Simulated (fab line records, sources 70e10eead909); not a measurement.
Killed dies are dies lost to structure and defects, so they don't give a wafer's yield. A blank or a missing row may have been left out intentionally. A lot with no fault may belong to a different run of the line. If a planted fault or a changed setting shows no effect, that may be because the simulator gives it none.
fab line records	flow nand_harc
record lots=24	wafers=72	last_day=33
route steps=1302 shown A_CONTACT@1048 A_BLC@1123
lots that met no fault: from a run of the same line without faults
start_h: the number of hours between the record's first day and the start of the first shown wafer of the lot	wait_h: time in hours since the lot's previous step	" as in the row above	L1.1+2: several wafers, shown together as one row	- either no value or no given start	* or withheld: withheld	< > ~ a bound
route shown NAME@n: a module of which the file shows steps, and the number in the route of the first	usual: mean/standard deviation of fault-free wafers	same: alike in all rows	chamber/n: place in a boat	sites: per-site readings	_std_site: standard deviation across them	_edge_site: outer sites' mean less inner sites'	radius_mm: for every site, how far away it sits from the centre of the wafer	mask NAME#n: copy n	behind: tool/chamber where the wafer was last shaped	hold: why the lot went on hold/how many hours it stayed there/how the hold came to an end	device: whichever transistor did not switch (one of n, p or np)	end of line: tests of these same wafers at the route's end	step lacking rows: just its recipe	killed: not the wafer's yield, but the dies lost to structure and defects at the first sort	map: the dies of a wafer, with x for killed, . for not killed, _ for no die there
set.NAME: the setting that was run; set.NAME@STEP: the one run at that earlier step	model.NAME: the simulator's own value behind a step, which no gauge read
one table for each step of the route and one row for each wafer, over a sample of lots
services: when a tool's chamber went out of use (start_h, in hours from the record's first day, below 0 if earlier), for how many hours, and the reason
## steps
# step NHARC_A_CONTACT_ETCH_125
# recipe source_w=withheld	pressure_mtorr=20	bias_v=3000	time_s=197	target_depth_a=19180	ar_flow_sccm=withheld	c4f8_flow_sccm=withheld	o2_flow_sccm=withheld	chemistry=C4F8/O2/Ar
# usual chamber_pressure_mTorr=20.001/0.017
lot.wafer	tool	chamber	start_h	wait_h	chamber_pressure_mTorr	rf_hours_counter_h
L076.2	har_cap_etch-02	1	517.14	0.2	19.989	88
L076.6	"	1	"	"	19.987	-
L076.5	"	0	"	"	20.022	-
L074.1	har_cap_etch-03	0	518.61	0.2	19.980	41
L074.4	"	1	"	"	19.993	-
L074.6	"	0	"	"	19.993	-
L075.2	har_cap_etch-03	0	526.03	0.2	20.003	42
L075.5	"	1	"	"	20.009	-
L075.6	"	0	"	"	19.979	-
L077.2	har_cap_etch-03	0	541.68	0.2	19.989	46
L077.4	"	1	"	"	20.000	-
L077.6	"	0	"	"	20.006	-
L078.4	har_cap_etch-01	0	542.99	0.2	20.012	-
L078.3	"	1	"	"	20.032	-
L078.6	"	0	"	"	20.021	-
L079.1	har_cap_etch-02	0	545.56	0.2	19.980	95
L079.2	"	1	"	"	19.966	95
L079.3	"	1	"	"	20.016	-
L082.2	har_cap_etch-02	0	561.10	0.2	20.001	100
L082.1	"	1	"	"	19.985	100
L082.5	"	0	"	"	20.018	-
L080.1	har_cap_etch-03	1	564.56	0.2	20.015	53
L080.3	"	0	"	"	20.030	-
L080.5	"	1	"	"	19.995	-
L081.2	har_cap_etch-02	1	568.66	0.2	19.989	102
L081.3	"	0	"	"	19.978	-
L081.5	"	1	"	"	20.008	-
L083.2	har_cap_etch-03	0	599.90	0.2	19.991	56
L083.4	"	1	"	"	19.998	-
L083.5	"	0	"	"	19.999	-
L084.1	har_cap_etch-02	1	613.03	0.2	20.003	107
L084.3	"	0	"	"	20.038	-
L084.6	"	1	"	"	19.991	-
L086.1	har_cap_etch-03	0	623.52	0.2	20.021	60
L086.4	"	0	"	"	20.024	-
L086.3	"	1	"	"	20.006	-
L085.1	har_cap_etch-01	0	626.06	0.2	19.989	19
L085.2	"	1	"	"	20.008	19
L085.4	"	1	"	"	20.016	-
L087.1	har_cap_etch-01	0	645.20	0.2	20.005	22
L087.4	"	0	"	"	20.015	-
L087.6	"	1	"	"	20.021	-
L089.1	har_cap_etch-02	1	653.12	0.2	19.985	114
L089.3	"	1	"	"	19.987	-
L089.6	"	1	"	"	19.998	-
L088.2	har_cap_etch-03	0	660.53	0.2	20.002	66
L088.1	"	1	"	"	20.016	66
L088.5	"	1	"	"	19.987	-
L090.2	har_cap_etch-03	0	691.04	0.2	20.015	70
L090.3	"	0	"	"	19.975	-
L090.6	"	1	"	"	19.992	-
L091.1	har_cap_etch-03	0	697.97	0.2	20.004	72
L091.2	"	1	"	"	20.021	72
L091.3	"	0	"	"	19.992	-
L092.4	har_cap_etch-02	0	699.06	0.2	19.977	-
L092.6	"	0	"	"	19.988	-
L092.5	"	1	"	"	20.018	-
L093.2	har_cap_etch-01	1	704.23	0.2	20.007	33
L093.3	"	1	"	"	20.010	-
L093.6	"	0	"	"	20.017	-
L094.1	har_cap_etch-01	1	707.20	0.2	20.002	34
L094.4	"	1	"	"	19.989	-
L094.3	"	0	"	"	19.959	-
L095.3	har_cap_etch-03	0	716.76	0.2	20.010	-
L095.5	"	1	"	"	20.037	-
L095.6	"	0	"	"	20.007	-
L096.2	har_cap_etch-02	1	717.45	0.2	20.002	127
L096.3	"	1	"	"	19.987	-
L096.4	"	0	"	"	19.991	-
L097.2	har_cap_etch-01	0	728.85	0.2	19.998	40
L097.1	"	1	"	"	19.983	40
L097.5	"	0	"	"	19.995	-
# step NHARC_A_CONTACT_DEP_85
# recipe target_thk_a=600	target_thk_nm=60	temp_c=400	pressure_torr=3.5	flow_sccm=200	rf_w=350	material=SiON
# usual heater_power_w=735/66
lot.wafer	tool	chamber	start_h	wait_h	heater_power_w
L076.2	pecvd-02	2	523.02	1.2	826
L076.6	"	2	"	"	802
L076.5	"	0	"	"	735
L074.1	pecvd-04	0	524.13	1.5	686
L074.6	"	2	"	"	683
L074.4	"	0	"	"	688
L075.2	pecvd-04	1	531.18	1.2	780
L075.5	"	1	"	"	804
L075.6	"	0	"	"	685
L077.2	pecvd-02	2	549.45	1.2	743
L077.4	"	0	"	"	801
L077.6	"	1	"	"	846
L078.3	pecvd-04	0	551.19	0.9	721
L078.4	"	1	"	"	701
L078.6	"	2	"	"	649
L079.1	pecvd-04	2	554.78	1.5	664
L079.2	"	0	"	"	696
L079.3	"	1	"	"	755
L082.1	pecvd-01	0	569.10	1.5	767
L082.2	"	1	"	"	746
L082.5	"	1	"	"	739
L080.1	pecvd-01	1	572.16	1.5	692
L080.3	"	2	"	"	749
L080.5	"	2	"	"	751
L081.2	pecvd-01	1	573.90	1.2	652
L081.3	"	0	"	"	870
L081.5	"	1	"	"	663
L083.2	pecvd-01	0	606.58	1.2	877
L083.4	"	2	"	"	727
L083.5	"	2	"	"	748
L084.1	pecvd-02	0	618.44	1.5	774
L084.3	"	1	"	"	764
L084.6	"	1	"	"	735
L086.3	pecvd-01	0	628.66	0.9	790
L086.1	"	1	"	"	715
L086.4	"	2	"	"	680
L085.1	pecvd-01	2	631.94	1.5	717
L085.2	"	1	"	"	647
L085.4	"	2	"	"	744
L087.1	pecvd-01	1	651.40	1.5	721
L087.4	"	2	"	"	747
L087.6	"	2	"	"	733
L089.3	pecvd-04	1	658.34	0.9	711
L089.1	"	0	"	"	757
L089.6	"	1	"	"	705
L088.2	pecvd-01	1	666.56	1.2	736
L088.1	"	0	"	"	741
L088.5	"	0	"	"	752
L090.3	pecvd-01	1	696.42	0.9	705
L090.2	"	2	"	"	738
L090.6	"	2	"	"	749
L091.1	pecvd-04	2	706.39	1.5	675
L091.3	"	0	"	"	662
L091.2	"	1	"	"	754
L092.6	pecvd-04	1	708.18	0.1	655
L092.5	"	2	"	"	689
L092.4	"	0	"	"	783
L093.2	pecvd-04	0	711.72	1.2	731
L093.3	"	1	"	"	757
L093.6	"	0	"	"	760
L094.1	pecvd-04	2	716.66	1.5	574
L094.3	"	0	"	"	795
L094.4	"	2	"	"	610
L095.3	pecvd-04	2	721.86	0.9	626
L095.5	"	2	"	"	638
L095.6	"	0	"	"	758
L096.2	pecvd-04	0	722.61	1.2	776
L096.3	"	1	"	"	666
L096.4	"	0	"	"	777
L097.2	pecvd-02	2	736.10	1.1	759
L097.1	"	1	"	"	714
L097.5	"	0	"	"	786
# step NHARC_A_CONTACT_ETCH_89
# recipe target_depth_a=2600	over_etch_frac=0.3	time_s=475.3	ion_energy_ev=200	n2_flow_sccm=150	h2_flow_sccm=150	ar_flow_sccm=0	rf_w=400	bias_w=150	chemistry=N2/H2
# usual chamber_pressure_mTorr=30.001/0.029	drypump_motor_current_A=5.6/0.41	oes_product_au=0.999/0.014	rf_vpp_V=431.2/2.8	showerhead_plenum_p_Torr=2.06/0.1	throttle_valve_pct=14.172/0.0088
lot.wafer	tool	chamber	start_h	wait_h	chamber_pressure_mTorr	drypump_motor_current_A	oes_product_au	rf_hours_counter_h	rf_vpp_V	showerhead_plenum_p_Torr	throttle_valve_pct
L076.2	rie_diel-03	1	-	-	30.029	5.8	0.989	21	434.7	2.18	14.191
L076.6	"	0	"	"	30.004	5.2	0.972	-	434.6	2.21	14.171
L076.5	"	1	"	"	30.024	5.8	0.993	-	433.1	2.18	14.161
L074.1	rie_diel-03	1	-	-	29.999	5.8	0.995	22	434.2	2.18	14.171
L074.4	"	0	"	"	30.049	5.2	0.981	-	435.5	2.21	14.161
L074.6	"	1	"	"	30.043	5.8	0.994	-	435.8	2.18	14.174
L075.2	rie_diel-02	2	-	-	29.995	5.9	1.006	42	433.4	2.10	14.167
L075.5	"	3	"	"	30.005	5.3	1.004	-	430.6	2.04	14.180
L075.6	"	0	"	"	29.977	5.8	0.990	-	426.7	1.89	14.192
L077.4	rie_diel-03	0	-	-	29.967	5.2	0.969	25	435.6	2.21	14.174
L077.2	"	1	"	"	30.009	5.8	0.988	32	434.5	2.18	14.177
L077.6	"	3	"	"	29.977	5.6	1.005	-	430.8	2.00	14.180
L078.4	rie_diel-04	1	-	-	29.995	6.2	0.978	2	433.5	2.13	14.182
L078.3	"	2	"	"	30.008	5.6	1.008	2	432.7	2.13	14.176
L078.6	"	0	"	"	29.980	6.1	1.014	-	428.4	1.92	14.191
L079.2	rie_diel-02	3	-	-	29.947	5.3	1.000	55	429.1	2.04	14.173
L079.3	"	0	"	"	30.042	5.8	1.003	55	427.5	1.88	14.161
L079.1	"	1	"	"	29.988	5.6	1.011	52	435.1	2.20	14.167
L082.2	rie_diel-02	3	-	-	30.022	5.3	0.992	60	431.5	2.03	14.168
L082.1	"	0	"	"	29.987	5.8	0.997	60	425.9	1.88	14.173
L082.5	"	3	"	"	29.947	5.2	0.982	-	431.1	2.04	14.175
L080.1	rie_diel-04	3	-	-	29.950	4.8	0.997	4	429.0	1.95	14.171
L080.3	"	1	"	"	30.001	6.1	0.980	5	433.9	2.13	14.171
L080.5	"	0	"	"	30.002	6.1	1.000	-	428.2	1.92	14.166
L081.2	rie_diel-04	0	-	-	30.019	6.1	1.005	6	426.6	1.92	14.162
L081.3	"	1	"	"	29.970	6.2	0.980	6	433.7	2.13	14.156
L081.5	"	0	"	"	30.033	6.1	1.020	-	427.7	1.92	14.155
L083.2	rie_diel-04	3	-	-	29.994	4.8	0.986	9	428.0	1.95	14.167
L083.4	"	2	"	"	29.989	5.6	0.998	8	432.6	2.13	14.178
L083.5	"	0	"	"	29.997	6.1	1.010	-	427.6	1.92	14.173
L084.3	rie_diel-04	1	-	-	30.023	6.2	0.984	11	432.7	2.13	14.164
L084.1	"	3	"	"	30.014	4.8	0.996	12	427.9	1.94	14.165
L084.6	"	1	"	"	29.993	6.2	0.986	-	432.6	2.13	14.176
L086.4	rie_diel-04	2	-	-	30.029	5.7	1.007	13	431.9	2.12	14.160
L086.3	"	3	"	"	30.033	4.8	0.989	14	427.2	1.94	14.156
L086.1	"	0	"	"	29.977	6.1	1.016	16	426.7	1.92	14.175
L085.2	rie_diel-02	3	-	-	30.006	5.2	0.995	21	429.7	2.03	14.177
L085.4	"	0	"	"	29.977	5.8	0.976	25	434.6	2.21	14.159
L085.1	"	1	"	"	30.006	5.6	1.008	24	434.7	2.19	14.164
L087.4	rie_diel-03	2	-	-	30.051	5.4	0.999	1	431.3	2.05	14.165
L087.1	"	0	"	"	30.009	5.2	0.990	1	434.7	2.20	14.184
L087.6	"	3	"	"	30.019	5.7	1.009	-	429.4	1.99	14.161
L089.1	rie_diel-04	3	-	-	29.991	4.8	0.999	19	428.0	1.94	14.177
L089.3	"	0	"	"	29.980	6.1	1.018	20	427.5	1.92	14.190
L089.6	"	2	"	"	29.989	5.6	1.012	-	433.9	2.12	14.180
L088.1	rie_diel-04	2	-	-	30.001	5.6	1.011	19	433.1	2.12	14.172
L088.2	"	1	"	"	29.974	6.2	0.984	19	433.8	2.13	14.183
L088.5	"	2	"	"	29.983	5.6	1.022	-	432.9	2.12	14.181
L090.2	rie_diel-02	0	-	-	29.956	5.8	0.966	48	435.6	2.20	14.182
L090.3	"	1	"	"	30.005	5.6	1.008	41	434.3	2.18	14.153
L090.6	"	3	"	"	30.021	5.2	0.999	-	429.2	2.02	14.174
L091.2	rie_diel-03	2	-	-	30.020	5.4	0.991	21	429.6	2.04	14.188
L091.3	"	3	"	"	30.007	5.7	1.019	18	430.2	1.99	14.179
L091.1	"	1	"	"	30.012	5.9	1.000	22	432.2	2.16	14.176
L092.4	rie_diel-02	2	-	-	29.995	5.9	1.019	43	432.5	2.08	14.176
L092.5	"	2	"	"	30.002	5.9	1.022	-	431.3	2.08	14.173
L092.6	"	3	"	"	30.022	5.2	1.004	-	429.8	2.02	14.176
L093.3	rie_diel-02	0	-	-	30.019	5.8	0.973	51	434.7	2.20	14.173
L093.2	"	1	"	"	30.022	5.6	1.001	45	433.5	2.18	14.172
L093.6	"	3	"	"	29.970	5.2	0.998	-	430.3	2.02	14.169
L094.4	rie_diel-02	2	-	-	30.000	5.9	1.023	45	433.0	2.08	14.181
L094.1	"	3	"	"	30.027	5.3	1.006	47	429.7	2.02	14.172
L094.3	"	0	"	"	29.982	5.8	0.977	52	433.3	2.20	14.181
L095.3	rie_diel-02	0	-	-	30.000	5.8	0.961	55	436.2	2.20	14.174
L095.5	"	0	"	"	29.984	5.8	0.974	-	434.9	2.20	14.165
L095.6	"	2	"	"	30.007	5.9	1.017	-	432.1	2.08	14.168
L096.4	rie_diel-04	2	-	-	30.002	5.6	0.986	0	433.1	2.12	14.177
L096.2	"	3	"	"	30.021	4.8	0.996	0	427.4	1.94	14.163
L096.3	"	0	"	"	29.943	6.1	1.009	1	426.3	1.91	14.174
L097.1	rie_diel-04	2	-	-	30.051	5.7	0.993	2	433.7	2.12	14.176
L097.2	"	3	"	"	30.010	4.8	0.988	2	428.5	1.94	14.169
L097.5	"	3	"	"	30.056	4.9	0.996	-	427.8	1.94	14.173
# step NHARC_A_CONTACT_STRIP_26
# recipe o2_flow_sccm=500	ar_flow_sccm=0	bias_w=0	chemistry=O2
# usual chamber_pressure_mTorr=60.00/0.062	drypump_motor_current_A=5.6/0.42	oes_product_au=0.995/0.014	rf_vpp_V=57.8/0.89	showerhead_plenum_p_Torr=3.57/0.16	throttle_valve_pct=17.036/0.0089
lot.wafer	tool	chamber	start_h	wait_h	chamber_pressure_mTorr	drypump_motor_current_A	oes_product_au	rf_hours_counter_h	rf_vpp_V	showerhead_plenum_p_Torr	throttle_valve_pct
L076.2	rie_diel-03	1	-	-	59.99	5.8	0.990	22	57.3	3.75	17.059
L076.6	"	1	"	"	60.06	5.9	0.990	-	58.3	3.75	17.027
L076.5	"	2	"	"	60.09	5.4	1.002	-	58.7	3.56	17.051
L074.1	rie_diel-04	0	-	-	60.02	6.1	0.992	27	57.2	3.35	17.027
L074.4	"	2	"	"	60.11	5.7	0.996	27	57.3	3.67	17.024
L074.6	"	3	"	"	60.02	4.8	1.014	-	58.2	3.39	17.018
L075.2	rie_diel-03	3	-	-	60.02	5.6	1.004	17	59.1	3.47	17.042
L075.5	"	1	"	"	59.97	5.8	0.984	-	58.3	3.75	17.044
L075.6	"	2	"	"	59.92	5.4	0.992	-	58.3	3.56	17.044
L077.2	rie_diel-02	0	-	-	59.99	5.8	1.012	55	56.3	3.28	17.032
L077.4	"	1	"	"	60.08	5.6	0.996	52	58.4	3.78	17.030
L077.6	"	2	"	"	59.99	5.9	1.015	-	58.2	3.62	17.036
L078.4	rie_diel-04	3	-	-	59.98	4.8	0.985	3	58.1	3.38	17.034
L078.3	"	1	"	"	59.93	6.2	0.969	3	56.6	3.67	17.045
L078.6	"	3	"	"	60.07	4.8	0.986	-	55.6	3.38	17.035
L079.3	rie_diel-03	2	-	-	60.03	5.4	1.004	33	57.5	3.55	17.049
L079.2	"	0	"	"	60.06	5.2	0.964	28	58.5	3.79	17.034
L079.1	"	1	"	"	59.94	5.8	0.987	34	59.1	3.74	17.029
L082.2	rie_diel-03	3	-	-	60.02	5.6	1.009	29	56.5	3.47	17.043
L082.1	"	2	"	"	59.96	5.4	1.019	36	57.4	3.55	17.041
L082.5	"	0	"	"	59.93	5.2	0.971	-	57.4	3.79	17.054
L080.1	rie_diel-04	1	-	-	60.05	6.1	0.970	6	59.1	3.67	17.035
L080.3	"	2	"	"	60.03	5.6	1.007	5	57.5	3.67	17.040
L080.5	"	3	"	"	60.04	4.8	1.000	-	58.2	3.38	17.036
L081.2	rie_diel-04	3	-	-	60.07	4.8	0.980	5	57.4	3.38	17.017
L081.3	"	2	"	"	60.04	5.7	0.996	5	57.3	3.66	17.043
L081.5	"	0	"	"	60.04	6.1	1.001	-	56.8	3.34	17.029
L083.4	rie_diel-03	0	-	-	60.12	5.2	0.974	43	57.1	3.78	17.036
L083.2	"	1	"	"	59.95	5.9	0.995	49	59.0	3.74	17.048
L083.5	"	3	"	"	60.00	5.6	1.006	-	56.7	3.46	17.033
L084.3	rie_diel-03	1	-	-	60.00	5.8	0.989	53	59.5	3.73	17.051
L084.1	"	3	"	"	60.11	5.6	1.006	46	56.8	3.46	17.046
L084.6	"	0	"	"	60.06	5.2	0.970	-	57.5	3.78	17.036
L086.3	rie_diel-04	0	-	-	59.94	6.1	0.997	17	57.6	3.34	17.026
L086.4	"	1	"	"	59.94	6.2	0.989	15	57.8	3.67	17.030
L086.1	"	2	"	"	60.02	5.6	1.012	15	58.7	3.66	17.019
L085.1	rie_diel-04	0	-	-	59.99	6.1	1.002	17	57.6	3.34	17.036
L085.4	"	1	"	"	59.98	6.2	0.970	15	57.6	3.67	17.038
L085.2	"	2	"	"	59.97	5.7	0.998	15	56.9	3.66	17.039
L087.4	rie_diel-04	2	-	-	60.09	5.7	1.007	18	58.6	3.66	17.042
L087.1	"	3	"	"	60.02	4.9	0.996	18	56.2	3.38	17.045
L087.6	"	0	"	"	59.94	6.1	1.006	-	57.0	3.33	17.019
L089.3	rie_diel-03	1	-	-	60.02	5.9	1.003	4	57.9	3.73	17.029
L089.1	"	0	"	"	60.01	5.2	0.980	3	57.8	3.78	17.036
L089.6	"	1	"	"	59.97	5.9	1.010	-	58.3	3.73	17.035
L088.2	rie_diel-04	2	-	-	59.99	5.7	1.002	20	57.0	3.66	17.034
L088.1	"	3	"	"	60.04	4.8	0.999	20	57.2	3.38	17.035
L088.5	"	0	"	"	60.03	6.1	1.019	-	56.5	3.33	17.017
L090.2	rie_diel-03	1	-	-	60.11	5.8	0.999	20	58.2	3.72	17.043
L090.3	"	3	"	"	59.99	5.6	1.033	16	57.6	3.45	17.017
L090.6	"	2	"	"	60.09	5.4	0.993	-	58.0	3.53	17.025
L091.2	rie_diel-02	0	-	-	59.97	5.8	0.977	51	58.3	3.78	17.033
L091.1	"	1	"	"	59.99	5.6	0.995	45	56.9	3.75	17.045
L091.3	"	3	"	"	60.00	5.3	1.005	46	57.8	3.49	17.040
L092.4	rie_diel-02	2	-	-	60.01	5.9	1.025	43	58.9	3.60	17.045
L092.5	"	3	"	"	60.03	5.2	1.012	-	56.2	3.49	17.020
L092.6	"	0	"	"	59.92	5.8	0.971	-	60.7	3.78	17.043
L093.2	rie_diel-03	1	-	-	59.88	5.8	1.009	25	57.0	3.72	17.045
L093.3	"	2	"	"	59.95	5.4	0.985	24	57.8	3.53	17.042
L093.6	"	1	"	"	60.00	5.8	0.998	-	57.5	3.72	17.035
L094.4	rie_diel-04	0	-	-	60.03	6.1	0.996	0	57.6	3.33	17.036
L094.3	"	2	"	"	60.02	5.6	0.995	0	56.5	3.65	17.045
L094.1	"	3	"	"	59.92	4.8	0.995	0	56.5	3.37	17.030
L095.3	rie_diel-04	0	-	-	60.05	6.1	1.009	1	57.7	3.33	17.041
L095.5	"	2	"	"	60.03	5.6	1.005	-	57.5	3.65	17.033
L095.6	"	3	"	"	60.03	4.8	0.996	-	57.4	3.37	17.037
L096.2	rie_diel-03	1	-	-	60.00	5.8	0.998	29	57.8	3.71	17.018
L096.3	"	2	"	"	60.11	5.4	0.982	28	57.4	3.52	17.034
L096.4	"	2	"	"	59.95	5.4	0.979	-	57.8	3.52	17.024
L097.2	rie_diel-03	0	-	-	60.05	5.2	0.988	31	57.1	3.76	17.033
L097.1	"	3	"	"	60.06	5.6	1.006	27	57.4	3.44	17.031
L097.5	"	1	"	"	59.92	5.9	1.014	-	59.9	3.71	17.034
# step NHARC_A_CONTACT_CVD_19
# recipe target_thk_a=3000	temp_c=300	pressure_torr=40	wf6_flow_sccm=40	h2_flow_sccm=1600	ar_flow_sccm=1560	time_s=802	material=W
# usual heater_power_w=434/29	throttle_valve_pct=7.83/0.2
lot.wafer	tool	chamber	start_h	wait_h	heater_power_w	throttle_valve_pct
L076.2	cvd_w-02	1	-	-	439	8.19
L076.6	"	0	"	"	432	7.86
L076.5	"	1	"	"	452	7.67
L074.1	cvd_w-01	0	-	-	390	7.61
L074.4	"	0	"	"	387	7.82
L074.6	"	1	"	"	440	7.94
L075.2	cvd_w-01	1	-	-	440	7.72
L075.6	"	0	"	"	389	7.46
L075.5	"	1	"	"	447	8.09
L077.2	cvd_w-02	0	-	-	448	7.81
L077.4	"	0	"	"	433	7.92
L077.6	"	0	"	"	441	8.03
L078.4	cvd_w-02	1	-	-	441	7.84
L078.3	"	0	"	"	450	7.93
L078.6	"	0	"	"	450	8.00
L079.1	cvd_w-02	1	-	-	451	8.00
L079.2	"	1	"	"	441	7.81
L079.3	"	1	"	"	439	8.13
L082.1	cvd_w-01	0	-	-	383	7.60
L082.2	"	1	"	"	463	7.72
L082.5	"	1	"	"	441	7.62
L080.1	cvd_w-02	1	-	-	449	7.83
L080.3	"	1	"	"	450	8.03
L080.5	"	1	"	"	464	8.03
L081.2	cvd_w-02	1	-	-	447	7.84
L081.3	"	0	"	"	448	7.99
L081.5	"	1	"	"	455	7.78
L083.2	cvd_w-01	1	-	-	458	7.74
L083.4	"	1	"	"	442	7.92
L083.5	"	1	"	"	465	7.52
L084.1	cvd_w-01	0	-	-	388	7.55
L084.3	"	1	"	"	460	7.53
L084.6	"	1	"	"	459	7.77
L086.1	cvd_w-01	1	-	-	459	7.42
L086.3	"	0	"	"	379	7.99
L086.4	"	1	"	"	458	7.72
L085.1	cvd_w-01	0	-	-	381	7.51
L085.2	"	1	"	"	443	7.75
L085.4	"	1	"	"	448	7.55
L087.1	cvd_w-01	1	-	-	460	7.73
L087.4	"	0	"	"	378	7.78
L087.6	"	1	"	"	452	7.71
L089.1	cvd_w-02	1	-	-	452	8.08
L089.3	"	0	"	"	449	7.89
L089.6	"	1	"	"	441	8.03
L088.1	cvd_w-02	0	-	-	453	8.22
L088.2	"	1	"	"	467	8.12
L088.5	"	1	"	"	450	8.05
L090.2	cvd_w-02	1	-	-	460	7.81
L090.3	"	1	"	"	459	8.23
L090.6	"	1	"	"	449	8.06
L091.2	cvd_w-02	0	-	-	450	7.72
L091.1	"	1	"	"	450	8.06
L091.3	"	1	"	"	462	8.11
L092.4	cvd_w-01	0	-	-	386	7.95
L092.6	"	0	"	"	374	7.50
L092.5	"	1	"	"	441	8.00
L093.2	cvd_w-02	0	-	-	440	8.06
L093.3	"	0	"	"	444	7.75
L093.6	"	1	"	"	459	7.81
L094.1	cvd_w-01	0	-	-	381	7.73
L094.4	"	1	"	"	454	7.77
L094.3	"	0	"	"	385	7.86
L095.3	cvd_w-02	1	-	-	451	7.79
L095.6	"	1	"	"	454	7.82
L095.5	"	0	"	"	438	8.00
L096.2	cvd_w-02	0	-	-	449	8.12
L096.3	"	1	"	"	443	8.03
L096.4	"	0	"	"	451	8.08
L097.2	cvd_w-01	1	-	-	444	7.75
L097.1	"	0	"	"	381	7.68
L097.5	"	1	"	"	443	7.84
# step NHARC_A_BLC_ETCH_18
# recipe target_depth_a=9100	c4f8_flow_sccm=20	o2_flow_sccm=10	ar_flow_sccm=withheld	rf_w=600	bias_w=1500	chemistry=C4F8/O2/Ar
# usual chamber_pressure_mTorr=24.999/0.024	oes_product_au=0.948/0.026	rf_vpp_V=977/5.3
lot.wafer	tool	chamber	start_h	wait_h	chamber_pressure_mTorr	oes_product_au	rf_hours_counter_h	rf_vpp_V
L076.2	rie_diel-08	1	-	-	25.013	0.921	13	973
L076.5	"	3	"	"	24.910	0.919	-	977
L076.6	"	0	"	"	24.957	0.923	-	978
L074.1	rie_diel-08	3	-	-	24.994	0.958	13	976
L074.4	"	1	"	"	25.020	0.983	13	973
L074.6	"	3	"	"	24.983	0.962	-	977
L075.2	rie_diel-08	2	540.12	-	25.011	0.986	14	986
L075.5	"	0	"	"	24.999	0.984	-	976
L075.6	"	1	"	"	24.992	0.996	-	974
L077.2	rie_diel-09	0	-	-	24.981	0.966	3	973
L077.4	"	1	"	"	25.011	0.943	2	968
L077.6	"	0	"	"	24.968	0.966	-	974
L078.3	rie_diel-09	0	-	-	25.033	0.989	3	975
L078.4	"	2	"	"	24.989	0.939	3	974
L078.6	"	1	"	"	25.045	0.960	-	969
L079.3	rie_diel-06	3	-	-	24.993	0.945	17	980
L079.1	"	0	"	"	24.993	0.973	22	986
L079.2	"	1	"	"	25.038	0.989	22	975
L082.2	rie_diel-08	2	-	-	24.978	0.960	3	986
L082.1	"	0	"	"	24.992	0.996	2	977
L082.5	"	1	"	"	24.999	0.960	-	973
L080.1	rie_diel-08	0	-	-	24.997	0.915	2	977
L080.3	"	1	"	"	24.970	0.923	2	974
L080.5	"	3	"	"	24.998	0.907	-	978
L081.3	rie_diel-09	1	-	-	24.995	0.949	4	970
L081.2	"	2	"	"	24.990	0.919	3	974
L081.5	"	1	"	"	25.012	0.944	-	970
L083.2	rie_diel-08	0	-	-	25.016	0.960	5	978
L083.4	"	2	"	"	25.012	0.991	6	985
L083.5	"	0	"	"	25.029	0.966	-	977
L084.1	rie_diel-08	2	-	-	24.993	0.918	7	986
L084.3	"	3	"	"	24.981	0.897	7	977
L084.6	"	0	"	"	24.959	0.916	-	977
L086.3	rie_diel-09	2	-	-	24.968	0.961	7	976
L086.1	"	3	"	"	25.017	0.908	7	985
L086.4	"	0	"	"	25.006	0.953	7	974
L085.1	rie_diel-06	3	-	-	24.967	0.930	43	980
L085.4	"	0	"	"	24.979	0.907	49	986
L085.2	"	1	"	"	25.025	0.922	46	975
L087.4	rie_diel-08	2	-	-	25.000	0.937	10	985
L087.1	"	3	"	"	25.009	0.916	11	976
L087.6	"	1	"	"	24.998	0.929	-	971
L089.3	rie_diel-08	2	-	-	24.990	0.931	11	987
L089.1	"	1	"	"	25.019	0.926	10	972
L089.6	"	2	"	"	24.998	0.935	-	986
L088.1	rie_diel-08	3	-	-	25.029	0.903	12	976
L088.2	"	1	"	"	25.025	0.918	11	973
L088.5	"	0	"	"	24.982	0.906	-	977
L090.3	rie_diel-09	2	-	-	24.984	0.931	1	975
L090.2	"	0	"	"	24.997	0.951	1	976
L090.6	"	3	"	"	25.018	0.932	-	984
L091.1	rie_diel-06	1	-	-	24.967	0.961	22	974
L091.2	"	2	"	"	25.030	0.949	20	971
L091.3	"	3	"	"	25.048	0.953	16	978
L092.4	rie_diel-06	2	-	-	25.042	0.953	-	971
L092.6	"	3	"	"	24.986	0.962	-	979
L092.5	"	1	"	"	24.990	0.964	-	975
L093.2	rie_diel-09	3	-	-	25.019	0.977	2	985
L093.3	"	1	"	"	25.002	0.962	2	969
L093.6	"	3	"	"	25.026	0.987	-	984
L094.1	rie_diel-09	2	-	-	24.966	0.963	2	973
L094.4	"	0	"	"	25.008	0.980	2	973
L094.3	"	1	"	"	24.976	0.980	2	967
L095.3	rie_diel-09	3	-	-	25.015	0.970	3	984
L095.6	"	0	"	"	25.046	0.962	-	974
L095.5	"	1	"	"	25.003	0.977	-	968
L096.3	rie_diel-09	1	-	-	24.966	0.984	3	968
L096.4	"	2	"	"	25.025	0.950	3	976
L096.2	"	3	"	"	25.005	0.969	3	986
L097.2	rie_diel-09	0	-	-	24.961	0.941	4	974
L097.1	"	1	"	"	24.995	0.967	4	968
L097.5	"	0	"	"	25.021	0.954	-	974
## services
tool	chamber	start_h	hours	kind
rie_diel-09	-	497.10	9.0	pm
rie_diel-03	3	517.78	17.8	repair
rie_diel-04	-	531.90	9.0	pm
rie_diel-09	1	536.99	6.1	repair
rie_diel-08	-	544.80	9.0	pm
cvd_w-01	-	547.00	13.0	pm
cvd_w-02	0	559.47	2.9	repair
rie_diel-09	2	559.82	6.6	repair
rie_diel-04	3	562.59	3.2	repair
rie_diel-02	-	570.78	9.0	pm
rie_diel-08	0	572.78	3.6	repair
pecvd-04	2	583.04	2.5	repair
cvd_w-01	0	598.93	8.2	repair
har_cap_etch-03	-	625.69	1.0	repair
pecvd-04	-	631.01	13.0	pm
cvd_w-02	-	631.24	13.0	pm
rie_diel-03	-	634.91	1.3	repair
rie_diel-03	-	636.26	9.0	pm
rie_diel-09	0	649.35	6.8	repair
rie_diel-09	3	655.93	14.8	repair
rie_diel-02	1	663.83	8.8	repair
rie_diel-02	1	722.51	4.1	repair
rie_diel-03	3	722.71	9.7	repair
cvd_w-01	-	728.00	13.0	pm
## key
fault none
